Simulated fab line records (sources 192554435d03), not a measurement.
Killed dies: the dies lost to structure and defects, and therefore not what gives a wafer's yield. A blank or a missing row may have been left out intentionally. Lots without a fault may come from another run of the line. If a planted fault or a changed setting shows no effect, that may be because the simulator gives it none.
A lot that was struck, set against a sound lot -- flow n5Finfet -- 15 steps out of a route of 1938
Sound: the wafers L593.3, L593.5, L593.6. Struck: wafers L586.2, L586.6 (left out: L586.4, a lot-mate that was not struck); the cause follows at the end.
Each step with rows lists, per side, the tool, then ch with its chambers, then its first start. Under that, the readings that differ: sound wafers -- struck wafers -- difference of the means -- sigmas: that difference in standard deviations of wafers without a fault.
alike: readings with means less than 2 such deviations apart, plus words and numbers identical on both sides. not compared: withheld readings, readings lacking a value on some wafer, bounds such as >300 that could conceal the same value, and numbers that have no deviation in the record and whose values overlap.
A row with sigmas, a row that says differs or no value, or rows on one side alone: a step with any of these is where the two part. Numbers that don't overlap but have no deviation are shown without sigmas and don't part them. A reading missing from all wafers of one side parts the sides only when that side holds two or more wafers.

first, 8 steps without rows for these wafers: N5_BEOL_M13_COAT_58 (time 60 s, resist thk 89 nm); N5_BEOL_M13_COAT_04 (resist thk 400 nm); N5_BEOL_M13_EBR_06; N5_BEOL_M13_SOFTBAKE_05 (time 60 s); N5_BEOL_M13_EXPOSE_07 (exposes mask V12); N5_BEOL_M13_PEB_08 (peb time 90 s); N5_BEOL_M13_DEVELOP_09 (develop time 45 s); N5_BEOL_M13_HARDBAKE_14 (time 120 s).
N5_BEOL_M13_CD_MEAS_10: target cd 190 nm.
  sound on cdSem-01 ch 0, day 15 20:04; struck on cdSem-03 ch 0, day 13 19:11
  alike: cdNm
N5_BEOL_M13_OVL_MEAS_11:
  sound on overlay-02 ch 0, day 15 20:05; struck on overlay-01 ch 0, day 13 19:13
  alike: V12_OVL
N5_BEOL_M13_INSPECT_12: inspects for defects (macro).
  sound on defectInspect-01, day 15 20:07; struck on defectInspect-01, day 13 19:14
  alike: rawDefectCount
N5_BEOL_M13_DESCUM_15: chemistry O2, time 7.9 s.
  sound on rieDiel-03 ch 0,1, day 15 20:09; struck on rieDiel-04 ch 0,1, day 13 19:16
  alike: drypumpMotorCurrentA, o2FlowSccm, oesProductAu, rfVppV, showerheadPlenumPTorr, tempC, throttleValvePct
  not compared: rfHoursCounterH
N5_BEOL_M13_ETCH_59: etches BARC in N2/H2, target depth 89 nm, overetch 26.7 nm, time 67.9 s.
  sound on rieDiel-03 ch 0,1, day 15 20:11; struck on rieDiel-04 ch 0,1, day 13 19:18
reading,sound,struck,difference,sigmas
runLengthS (s),91.1 90.9 91.1,82.6 82.8,-8.3,-20
model.coat_of_BEOL_M13_COAT_04.thkNm (nm),314.4 320 315,325 326,+9,
  alike: drypumpMotorCurrentA, oesProductAu, rfVppV, showerheadPlenumPTorr, throttleValvePct
  not compared: rfHoursCounterH
N5_BEOL_M13_VIA_ETCH_16: etches SiOC in C4F8/O2/Ar, target depth 921.7 nm.
  sound on rieDiel-03 ch 0,1, day 15 20:14; struck on rieDiel-04 ch 0,1, day 13 19:21
reading,sound,struck,difference,sigmas
model.coat_of_BEOL_M13_COAT_04.thkNm (nm),68.8 70.2 67.6,81.2 79,+11.2,
  alike: O2_flow_sccm, drypumpMotorCurrentA, oesProductAu, rfVppV, showerheadPlenumPTorr, throttleValvePct
N5_BEOL_M13_STRIP_63: strips in N2/H2.
  sound on plasmaAsher-01 ch 0,1, day 15 20:29; struck on plasmaAsher-01 ch 0, day 13 19:35
reading,sound,struck,difference,sigmas
stripTimeToEndpointS (s),27.3 27.7 27.0,30.9 30.3,+3.3,+3
  alike: drypumpMotorCurrentA, heaterPowerW, oesProductAu, tempC
  not compared: rfHoursCounterH

WHERE THEY PART
First at N5_BEOL_M13_ETCH_59; last, within this record, at N5_BEOL_M13_STRIP_63.

WHY: what had been put in by the simulator
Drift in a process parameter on rieDiel-04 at N5_BEOL_M13_ETCH_59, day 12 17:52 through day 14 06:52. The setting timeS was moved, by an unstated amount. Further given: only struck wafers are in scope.
